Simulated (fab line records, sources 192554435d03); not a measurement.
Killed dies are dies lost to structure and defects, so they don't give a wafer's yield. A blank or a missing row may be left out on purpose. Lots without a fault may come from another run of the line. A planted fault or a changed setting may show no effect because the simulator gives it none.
A struck lot beside a sound one | flow n5_finfet | 39 steps out of a route of 1938
Sound: wafers L677.2, L677.3, L677.6. Struck: wafer L681.5. (L681.4 of the same lot was not struck and is left out.) The cause comes at the end.
At each step with rows: each side's tool, then ch and its chambers, then its first start. Under that, the readings that differ: sound wafers | struck wafers | difference of the means | sigmas: that difference in standard deviations of wafers without a fault.
alike: readings whose means differ by less than 2 such deviations, and words and numbers that are the same on both sides. not compared: withheld readings, readings that some wafer has no value for, bounds like >300 that may hide the same value, and numbers for which the record gives no deviation and whose values overlap.
The two part at a step that has a row with sigmas, a row that says differs or no value, or rows on one side only. Numbers that don't overlap but have no deviation are shown without sigmas and don't part them. A reading that every wafer of one side lacks parts them only if that side has two wafers or more.

first, 9 steps without rows for these wafers: N5_BEOL_M12_SOFTBAKE_23 (time 60 s); N5_BEOL_M12_EXPOSE_25 (exposes mask M12); N5_BEOL_M12_PEB_26 (peb time 90 s); N5_BEOL_M12_DEVELOP_27 (develop time 45 s); N5_BEOL_M12_HARDBAKE_32 (time 120 s); N5_BEOL_M12_DESCUM_33 (chemistry O2, time 7.9 s); N5_BEOL_M12_ETCH_67 (etches SiARC in CF4, target depth 143 nm, time 238.3 s); N5_BEOL_M12_ETCH_68 (etches SOC in N2/H2, time 285 s); N5_BEOL_M12_STRIP_69 (strips in N2/H2).
N5_BEOL_M12_TRENCH_ETCH_34: etches SiOC in C4F8/O2/Ar, target depth 318.95 nm, time 125.5 s.
  sound on rie_diel-03 ch 1,2, day 12 16:04; struck on rie_diel-03 ch 3, day 13 12:52
  reading                  | sound             | struck | difference | sigmas
  model.etch.depth_nm (nm) | 321.4 315.6 317.1 | 284.8  | -33.2      |
  alike: drypump_motor_current_A, oes_product_au, rf_vpp_V, showerhead_plenum_p_Torr, throttle_valve_pct
  not compared: bias_w, rf_fwd_power_W, rf_hours_counter_h
then, 1 step without rows for these wafers: N5_BEOL_M12_STRIP_70 (strips in C4F8/O2/Ar).
N5_BEOL_M12_OCD_MEAS_35:
  sound on ocd-02, day 12 16:13; struck on ocd-01, day 13 13:01
  reading              | sound       | struck | difference | sigmas
  trench_depth_nm (nm) | 322 316 317 | 285    | -33        | -7
then, 11 steps without rows for these wafers: N5_BEOL_M12_STRIP_37 (strips in N2/H2); N5_BEOL_M12_ETCH_38 (etches SiCN in CF4/N2, target depth 68.7 nm, time 73.4 s); N5_BEOL_M12_PRECLEAN_39 (cleans in residue remover, time 60 s); N5_BEOL_M12_SRD_40 (time 30 s, dry time 30 s); N5_BEOL_M12_DEGAS_41 (time 60 s); N5_BEOL_M12_PRE_CLEAN_42 (time 30 s); N5_BEOL_M12_SPUTTER_43 (material TaN, target thk 15 nm, time 24.19 s); N5_BEOL_M12_SPUTTER_44 (material Ta, target thk 10 nm, time 16.13 s); N5_BEOL_M12_SPUTTER_45 (material Cu, target thk 80 nm, time 13.33 s); N5_BEOL_M12_ECD_47 (material Cu, target thk 720 nm); N5_BEOL_M12_ANNEAL_48 (time 90 s).
N5_BEOL_M12_CMP_49: polishes, stops on SiOC, t overpolish 20.6 s, target thk 320 nm.
  sound on cmp-04 ch 1,2,3, day 12 18:15; struck on cmp-01 ch 3, day 13 14:49
  reading                                 | sound             | struck | difference | sigmas
  edge_zone_pressure_frac                 | 1.004 1.004 1.004 | 0.993  | -0.011     | -2
  model.Cu_of_BEOL_M12_ECD_47.thk_nm (nm) | 320.8 315.8 318.6 | 286.8  | -31.6      |
  alike: barrier_field_endpoint_s, motor_current_A, overpolish_run_s
N5_BEOL_M12_THK_MEAS_50: measures by xrf.
  sound on film_metro-01, day 12 18:31; struck on film_metro-01, day 13 15:07
  reading      | sound       | struck | difference | sigmas
  M12_THK (nm) | 331 325 328 | 293    | -35        | -6
then, 2 steps without rows for these wafers: N5_BEOL_M12_PRE_CLEAN_52 (time 15 s); N5_BEOL_M12_DEP_53 (deposits SiCN from 3MS/NH3, target thk 30 nm, time 10.5 s).
N5_BEOL_M12_RS_MEAS_54: measures by four-point-probe.
  sound on film_metro-01, day 12 18:38; struck on film_metro-01, day 13 15:16
  reading         | sound                | struck | difference | sigmas
  M12_RS (ohm/sq) | 0.0600 0.0610 0.0605 | 0.0675 | +0.0070    | +7
then, 9 steps without rows for these wafers: N5_BEOL_M13_ILD_DEP_00 (deposits SiOC from DEMS/O2, target thk 837.92 nm, time 166.4 s); N5_BEOL_M13_COAT_58 (time 60 s, resist thk 89 nm); N5_BEOL_M13_COAT_04 (resist thk 400 nm); N5_BEOL_M13_EBR_06; N5_BEOL_M13_SOFTBAKE_05 (time 60 s); N5_BEOL_M13_EXPOSE_07 (exposes mask V12); N5_BEOL_M13_PEB_08 (peb time 90 s); N5_BEOL_M13_DEVELOP_09 (develop time 45 s); N5_BEOL_M13_HARDBAKE_14 (time 120 s).
N5_BEOL_M15_RC_MEAS_101:
  sound on prober-02 ch 0, day 13 16:28; struck on prober-02 ch 0, day 14 13:55
  reading                    | sound                   | struck  | difference | sigmas
  COMB_M13 (S/m)             | 5.2e-12 6.5e-12 4.5e-12 | 7.1e-12 | +1.7e-12   | +2
  COMB_M7 (S/m)              | 1.5e-11 1.4e-11 2e-11   | 3e-11   | +1e-11     | +2
  COMB_M8 (S/m)              | 4e-11 3.4e-11 2.6e-11   | 1.6e-11 | -1.7e-11   | -3
  SERP_M12 (ohm/um)          | 0.627 0.651 0.657       | 0.690   | +0.045     | +3
  SERP_M12_max_site (ohm/um) | 0.636 0.667 0.664       | 0.709   | +0.053     | +3
  alike: COMB_M10, COMB_M11, COMB_M12, COMB_M14, COMB_M15, COMB_M15_max_site, COMB_M5, COMB_M6, COMB_M7_max_site, COMB_M9, SERP_M10, SERP_M11, SERP_M13, SERP_M14, SERP_M5, SERP_M5_max_site, SERP_M6, SERP_M7, SERP_M8, SERP_M9, SERP_M9_max_site
N5_PASSIVATION_PROBE_49:
  sound on prober-02, day 14 06:08; struck on prober-01, day 15 01:42
  alike: defect_limited_yield, killed_at_M0_to_M3, killed_at_M4_up, killed_at_contacts, killed_at_front_end, killed_at_other, killed_dies, killed_open, killed_short, sort_bin_5_function, sort_bin_6_memory, sort_bin_8_speed, sort_n_pass, sort_yield_pct

WHERE THEY PART
First at N5_BEOL_M12_OCD_MEAS_35; last, within this record, at N5_BEOL_M15_RC_MEAS_101. Later steps at which nothing parts them and some readings are alike: N5_PASSIVATION_PROBE_49.

WHY: what the simulator had put in
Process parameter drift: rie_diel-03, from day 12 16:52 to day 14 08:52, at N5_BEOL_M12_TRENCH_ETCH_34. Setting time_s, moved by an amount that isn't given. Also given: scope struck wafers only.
